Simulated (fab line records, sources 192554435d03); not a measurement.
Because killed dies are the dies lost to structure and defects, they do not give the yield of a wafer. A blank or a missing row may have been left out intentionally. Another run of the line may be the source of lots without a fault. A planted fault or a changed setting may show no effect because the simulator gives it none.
2 desks looking at one fault | flow n5_finfet | only its own numbers are on each desk; what lay behind them is given at the end

## THE METROLOGY DESK
What the gauges read for every lot (on any tool): the sampled wafers with a number, averaged. A lot is out of limits, marked OUT, if its mean lies more than 4 standard deviations from the usual mean; the brackets give that distance.
Columns: A = trench_depth_nm at N5_BEOL_M14_OCD_MEAS_35, usual 558 nm; B = M14_THK at N5_BEOL_M14_THK_MEAS_50, usual 530 nm
lot  | first seen here | A   | B
L333 | day 10 20:55    | 564 | 539
L339 | day 12 12:43    | 552 | 527
L345 | day 13 18:01    | 558 | 533
L346 | day 14 06:33    | 546 | 519
L348 | day 14 22:05    | 556 | 526
L356 | day 16 21:30    | 567 | 534
Result from this desk: across the 6 lots, nothing is out of limits.

## FOR THE TOOL OWNER'S DESK: pvd_sputter-01
The tool's own readings at N5_BEOL_M14_SPUTTER_43 (material TaN, target thk 15 nm, time 24.19 s): means of the sampled wafers that have a number, for each lot that ran on this tool. A lot is out of limits, marked OUT, if its mean lies more than 4 standard deviations from the usual mean; the brackets give that distance.
Columns: A = throttle_valve_pct at N5_BEOL_M14_SPUTTER_43, usual 30.0 %
lot  | first seen here | A
L345 | day 13 18:24    | 30.5
L346 | day 14 09:55    | 29.2
L348 | day 14 22:53    | 29.9
Result from this desk: across the 3 lots, nothing is out of limits.

## PUT TOGETHER
The metrology desk saw nothing out of limits.
Nothing out of limits was seen by the tool owner's desk.

## WHAT WAS PUT IN BY THE SIMULATOR
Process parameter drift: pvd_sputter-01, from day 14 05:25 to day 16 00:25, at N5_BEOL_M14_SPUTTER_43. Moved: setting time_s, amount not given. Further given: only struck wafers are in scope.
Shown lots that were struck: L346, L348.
